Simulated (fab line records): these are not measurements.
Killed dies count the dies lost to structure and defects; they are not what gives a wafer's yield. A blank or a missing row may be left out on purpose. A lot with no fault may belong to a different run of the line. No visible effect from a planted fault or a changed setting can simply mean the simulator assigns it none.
Split-lot trial ; flow n5 finfet ; route with 1938 steps; 7 lots, 21 wafers read

## THE SPLIT
At N5_MOL_CONTACT_COAG_EXPOSE_05 (exposes mask CA, defocus 0 nm), the setting dose mj was moved away from the recipe's 38.25 on 8 of the 21 wafers read, by -5.7% to +6.2%. For the rest of the wafers, this setting stayed at what the recipe calls for.

## FROM THE SPLIT TO THE READING: what the file shows between them, 2 steps
- N5_MOL_CONTACT_COAG_PEB_06: peb time 60 s
- N5_MOL_CONTACT_COAG_DEVELOP_07: develop time 30 s

## THE READING
At N5_MOL_CONTACT_COAG_CD_MEAS_08: cd nm in nanometres, against a target cd of 28 nm. Typical for fault-free wafers on this fab line: 28.19 nm, with standard deviation 0.27 nm.

wafer;tool, chamber at the split;dose mj as run;against the recipe;cd nm, nm;against lot-mates on the recipe
L082.2;euv scanner-02, 0;40.34;+5.5%;28.86;+0.91
L082.3;euv scanner-02, 0;38.25;recipe;27.95;-
L082.5;euv scanner-02, 0;40.34;+5.5%;29.14;+1.19
L083.4;euv scanner-01, 0;38.25;recipe;28.13;-
L083.5;euv scanner-01, 0;38.25;recipe;28.42;-
L083.6;euv scanner-01, 0;37.46;-2.1%;27.90;-0.38
L084.2;euv scanner-02, 0;38.25;recipe;27.62;-
L084.4;euv scanner-02, 0;36.07;-5.7%;26.66;-1.10
L084.5;euv scanner-02, 0;38.25;recipe;27.90;-
L085.2;euv scanner-02, 0;37.32;-2.4%;27.63;-0.89
L085.3;euv scanner-02, 0;37.32;-2.4%;27.51;-1.01
L085.5;euv scanner-02, 0;38.25;recipe;28.52;-
L088.1;euv scanner-01, 0;38.25;recipe;28.56;-
L088.2;euv scanner-01, 0;38.25;recipe;28.14;-
L088.5;euv scanner-01, 0;38.25;recipe;28.27;-
L093.1;euv scanner-01, 0;38.25;recipe;27.87;-
L093.3;euv scanner-01, 0;38.25;recipe;28.37;-
L093.4;euv scanner-01, 0;36.47;-4.7%;27.26;-0.86
L096.1;euv scanner-02, 0;38.25;recipe;28.03;-
L096.3;euv scanner-02, 0;40.61;+6.2%;29.33;+1.40
L096.4;euv scanner-02, 0;38.25;recipe;27.83;-

THE FIT
A straight line over all 21 wafers: cd nm changes by +0.194 nm for each +1% of dose mj; r = +0.91; the points scatter about the line by 0.26 nm.
The same after taking each lot's own level away (the mean of its wafers on the recipe; 21 wafers): +0.213 nm for each +1%; r = +0.95; scatter 0.2 nm.
Per that fit: largest dose mj move, reading shift of 1.3 nm.
From 27.760 to 28.520 nm: that is the span of the lots' own levels, equal to 2.8 times the standard deviation above.
The two slopes are in agreement: the lot-to-lot level therefore moves the slope only a little.
Check: +1.24 nm against its lot-mates is what the line predicts for one of the wafers moved furthest among these (+6.2%) when that wafer is left out of the fit. It came out at +1.4 nm against them.

## ADDITIONAL SPLITS CARRIED BY THESE WAFERS
These wafers also went through other splits before the reading. Each is held against what the fit with the lots' levels taken away leaves over:
other split on the same wafers;wafers away from the commonest value;r with cd nm (lot level and that fit taken away)
N5_PMOS_HMC_CHANNEL_EPI_COAT_03 spin rpm;6;+0.08
N5_PMOS_HMC_CHANNEL_EPI_DESCUM_14 time s;10;-0.21
N5_SD_EPI_N_EXPOSE_06 dose mj;7;+0.17
N5_SD_EPI_N_ETCH_45 target depth a;6;-0.19
N5_SD_EPI_P_EPI_21 temp c;6;-0.02
N5_HKMG_FIN_COAT_41 spin rpm;5;-0.35
N5_HKMG_FIN_ETCH_55 bias w;7;+0.27

## THE WHOLE CHAIN: every reading that the file lists as answering this split, in the file's order
step;what it does;reading;change (the file's fit);r (the file's)
N5_MOL_CONTACT_COAG_CD_MEAS_08;target cd 28 nm;cd nm;+0.21 nm for each +1% of the setting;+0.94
N5_MOL_CONTACT_COAG_ETCH_59;etches underlayer in N2/H2, target depth 13 nm, time 10.4 s;MOL_CONTACT_COAG.cd offset nm (the simulator's own value, which no gauge read);+0.26 nm for each +1% of the setting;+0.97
N5_MOL_CONTACT_COAG_ETCH_106;etches SOC in N2/H2, target depth 80 nm, overetch 16 nm, time 120 s;MOL_CONTACT_COAG.cd offset nm (the simulator's own value, which no gauge read);+0.253 nm for each +1% of the setting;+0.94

## FILE'S OWN FIT
cd nm changes by +0.21 nm for each +1% of dose mj, r = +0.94.
